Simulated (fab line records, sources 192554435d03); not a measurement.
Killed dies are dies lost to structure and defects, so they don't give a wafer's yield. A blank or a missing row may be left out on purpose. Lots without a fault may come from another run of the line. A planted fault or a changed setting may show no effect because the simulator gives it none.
Chamber matching | flow n5_finfet | N5_BEOL_M12_DESCUM_15 on rie_diel-01: 4 sister chambers
The step chemistry O2, time 7.9 s. 14 wafers are shown with their chamber, then 7 later ones without.

WAFERS WITH THEIR CHAMBER
wafer  | chamber | showerhead_plenum_p_Torr (Torr) | throttle_valve_pct (%) | rf_vpp_V (V)
L078.1 | 3       | 2.12                            | 20.26                  | 242.7
L078.3 | 2       | 2.22                            | 20.31                  | 243.9
L078.5 | 0       | 2.04                            | 20.36                  | 240.7
L082.2 | 3       | 2.12                            | 20.27                  | 242.9
L082.4 | 1       | 2.13                            | 20.28                  | 245.0
L082.5 | 0       | 2.03                            | 20.36                  | 242.9
L083.1 | 1       | 2.13                            | 20.28                  | 244.4
L083.4 | 0       | 2.03                            | 20.37                  | 242.3
L083.5 | 2       | 2.21                            | 20.36                  | 244.5
L085.1 | 2       | 2.21                            | 20.36                  | 245.7
L085.4 | 3       | 2.12                            | 20.30                  | 242.9
L085.5 | 2       | 2.21                            | 20.37                  | 246.4
L089.1 | 3       | 2.11                            | 20.30                  | 242.4
L089.3 | 1       | 2.13                            | 20.30                  | 243.7

SIGNATURES (means of the wafers above)
reading                  | chamber 0 | chamber 1 | chamber 2 | chamber 3 | scatter within a chamber
showerhead_plenum_p_Torr | 2.0333    | 2.1300    | 2.2125    | 2.1175    | 0.00465
throttle_valve_pct       | 20.3633   | 20.2867   | 20.3500   | 20.2825   | 0.0195
rf_vpp_V                 | 241.967   | 244.367   | 245.125   | 242.725   | 0.863
Rule: a wafer's distance from a chamber is the root of the sum, over the readings, of the square of ((its reading less the chamber's mean) divided by the reading's scatter). The wafer belongs to the nearest chamber; if the next one is less than 2 further off, it can't be placed. The scatter: the root of (the sum of the squares of (reading less its chamber's mean) over the shown wafers, divided by (wafers less chambers)).

WAFERS WITHOUT THEIR CHAMBER
wafer  | showerhead_plenum_p_Torr (Torr) | throttle_valve_pct (%) | rf_vpp_V (V)
L089.4 | 2.03                            | 20.39                  | 241.4
L087.1 | 2.11                            | 20.30                  | 242.6
L087.5 | 2.21                            | 20.38                  | 243.7
L087.6 | 2.11                            | 20.30                  | 244.2
L091.1 | 2.12                            | 20.31                  | 243.1
L091.2 | 2.11                            | 20.29                  | 243.7
L091.4 | 2.21                            | 20.37                  | 245.6

WHICH CHAMBER EACH WENT THROUGH
wafer  | from the rows above     | in truth
L089.4 | 0                       | 0
L087.1 | 3                       | 3
L087.5 | 2                       | 2
L087.6 | can't be placed: 3 or 1 | 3
L091.1 | can't be placed: 3 or 1 | 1
L091.2 | 3                       | 3
L091.4 | 2                       | 2
Placed correctly: 5 of 7. Can't be placed from these rows: 2 (the true chamber is among the candidates in 2). Placed wrongly: 0.
